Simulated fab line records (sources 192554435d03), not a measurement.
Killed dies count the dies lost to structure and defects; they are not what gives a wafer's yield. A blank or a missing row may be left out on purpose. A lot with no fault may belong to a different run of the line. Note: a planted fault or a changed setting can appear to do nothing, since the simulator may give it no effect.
Chamber matching || flow n5Finfet || rieDiel-01 running N5_BEOL_M7_ETCH_65: 4 sister chambers
The step etches SiARC in CF4, target depth 15.6 nm, time 26 s. 18 wafers are shown with their chamber, then 9 later ones without.

## WAFERS, EACH WITH ITS CHAMBER
{"wafer": "L075.3", "chamber": 3, "showerheadPlenumPTorr (Torr)": 2.24, "drypumpMotorCurrentA (A)": 5.6, "oesProductAu (a.u.)": 0.64}
{"wafer": "L075.4", "chamber": 2, "showerheadPlenumPTorr (Torr)": 2.07, "drypumpMotorCurrentA (A)": 5.2, "oesProductAu (a.u.)": 0.66}
{"wafer": "L075.6", "chamber": 0, "showerheadPlenumPTorr (Torr)": 2.11, "drypumpMotorCurrentA (A)": 4.9, "oesProductAu (a.u.)": 0.80}
{"wafer": "L074.2", "chamber": 3, "showerheadPlenumPTorr (Torr)": 2.24, "drypumpMotorCurrentA (A)": 5.6, "oesProductAu (a.u.)": 0.64}
{"wafer": "L074.5", "chamber": 1, "showerheadPlenumPTorr (Torr)": 2.09, "drypumpMotorCurrentA (A)": 5.8, "oesProductAu (a.u.)": 0.73}
{"wafer": "L074.6", "chamber": 0, "showerheadPlenumPTorr (Torr)": 2.11, "drypumpMotorCurrentA (A)": 5.0, "oesProductAu (a.u.)": 0.79}
{"wafer": "L078.1", "chamber": 0, "showerheadPlenumPTorr (Torr)": 2.11, "drypumpMotorCurrentA (A)": 5.0, "oesProductAu (a.u.)": 0.78}
{"wafer": "L078.5", "chamber": 0, "showerheadPlenumPTorr (Torr)": 2.11, "drypumpMotorCurrentA (A)": 4.9, "oesProductAu (a.u.)": 0.77}
{"wafer": "L078.6", "chamber": 2, "showerheadPlenumPTorr (Torr)": 2.07, "drypumpMotorCurrentA (A)": 5.2, "oesProductAu (a.u.)": 0.66}
{"wafer": "L081.3", "chamber": 2, "showerheadPlenumPTorr (Torr)": 2.06, "drypumpMotorCurrentA (A)": 5.2, "oesProductAu (a.u.)": 0.66}
{"wafer": "L081.4", "chamber": 0, "showerheadPlenumPTorr (Torr)": 2.10, "drypumpMotorCurrentA (A)": 5.0, "oesProductAu (a.u.)": 0.77}
{"wafer": "L081.5", "chamber": 0, "showerheadPlenumPTorr (Torr)": 2.10, "drypumpMotorCurrentA (A)": 4.9, "oesProductAu (a.u.)": 0.78}
{"wafer": "L082.2", "chamber": 0, "showerheadPlenumPTorr (Torr)": 2.10, "drypumpMotorCurrentA (A)": 5.0, "oesProductAu (a.u.)": 0.77}
{"wafer": "L082.3", "chamber": 1, "showerheadPlenumPTorr (Torr)": 2.09, "drypumpMotorCurrentA (A)": 5.7, "oesProductAu (a.u.)": 0.72}
{"wafer": "L082.6", "chamber": 3, "showerheadPlenumPTorr (Torr)": 2.23, "drypumpMotorCurrentA (A)": 5.6, "oesProductAu (a.u.)": 0.64}
{"wafer": "L086.2", "chamber": 1, "showerheadPlenumPTorr (Torr)": 2.08, "drypumpMotorCurrentA (A)": 5.8, "oesProductAu (a.u.)": 0.71}
{"wafer": "L086.4", "chamber": 2, "showerheadPlenumPTorr (Torr)": 2.06, "drypumpMotorCurrentA (A)": 5.2, "oesProductAu (a.u.)": 0.65}
{"wafer": "L086.5", "chamber": 3, "showerheadPlenumPTorr (Torr)": 2.23, "drypumpMotorCurrentA (A)": 5.6, "oesProductAu (a.u.)": 0.63}

SIGNATURES (averages over the wafers above)
{"reading": "showerheadPlenumPTorr", "chamber 0": 2.1057, "chamber 1": 2.0867, "chamber 2": 2.0650, "chamber 3": 2.2350, "scatter within a chamber": 0.00559}
{"reading": "drypumpMotorCurrentA", "chamber 0": 4.957, "chamber 1": 5.767, "chamber 2": 5.200, "chamber 3": 5.600, "scatter within a chamber": 0.0412}
{"reading": "oesProductAu", "chamber 0": 0.7800, "chamber 1": 0.7200, "chamber 2": 0.6575, "chamber 3": 0.6375, "scatter within a chamber": 0.00906}
Rule: a wafer's distance from a chamber is the root of the sum, over the readings, of the square of ((its reading less the chamber's mean) divided by the reading's scatter). The wafer belongs to the nearest chamber; if the next one is less than 2 further off, it can't be placed. How the scatter is found: for the shown wafers, subtract from each reading the mean of its chamber, square and add these, divide the total by (wafers less chambers), then take the root.

## WAFERS WITHOUT THEIR CHAMBER
{"wafer": "L087.1", "showerheadPlenumPTorr (Torr)": 2.10, "drypumpMotorCurrentA (A)": 4.9, "oesProductAu (a.u.)": 0.75}
{"wafer": "L087.4", "showerheadPlenumPTorr (Torr)": 2.08, "drypumpMotorCurrentA (A)": 5.8, "oesProductAu (a.u.)": 0.70}
{"wafer": "L087.5", "showerheadPlenumPTorr (Torr)": 2.10, "drypumpMotorCurrentA (A)": 5.0, "oesProductAu (a.u.)": 0.75}
{"wafer": "L089.1", "showerheadPlenumPTorr (Torr)": 2.10, "drypumpMotorCurrentA (A)": 5.0, "oesProductAu (a.u.)": 0.74}
{"wafer": "L089.4", "showerheadPlenumPTorr (Torr)": 2.22, "drypumpMotorCurrentA (A)": 5.6, "oesProductAu (a.u.)": 0.62}
{"wafer": "L089.6", "showerheadPlenumPTorr (Torr)": 2.08, "drypumpMotorCurrentA (A)": 5.7, "oesProductAu (a.u.)": 0.70}
{"wafer": "L088.2", "showerheadPlenumPTorr (Torr)": 2.06, "drypumpMotorCurrentA (A)": 5.2, "oesProductAu (a.u.)": 0.64}
{"wafer": "L088.5", "showerheadPlenumPTorr (Torr)": 2.10, "drypumpMotorCurrentA (A)": 5.0, "oesProductAu (a.u.)": 0.75}
{"wafer": "L088.6", "showerheadPlenumPTorr (Torr)": 2.22, "drypumpMotorCurrentA (A)": 5.6, "oesProductAu (a.u.)": 0.62}

## THE CHAMBER EACH PASSED THROUGH
{"wafer": "L087.1", "from the rows above": 0, "in truth": 0}
{"wafer": "L087.4", "from the rows above": 1, "in truth": 1}
{"wafer": "L087.5", "from the rows above": 0, "in truth": 0}
{"wafer": "L089.1", "from the rows above": 0, "in truth": 0}
{"wafer": "L089.4", "from the rows above": 3, "in truth": 3}
{"wafer": "L089.6", "from the rows above": 1, "in truth": 1}
{"wafer": "L088.2", "from the rows above": 2, "in truth": 2}
{"wafer": "L088.5", "from the rows above": 0, "in truth": 0}
{"wafer": "L088.6", "from the rows above": 3, "in truth": 3}
Placed correctly: 9 of 9. From these rows, 0 cannot be placed. Placed wrongly: 0.
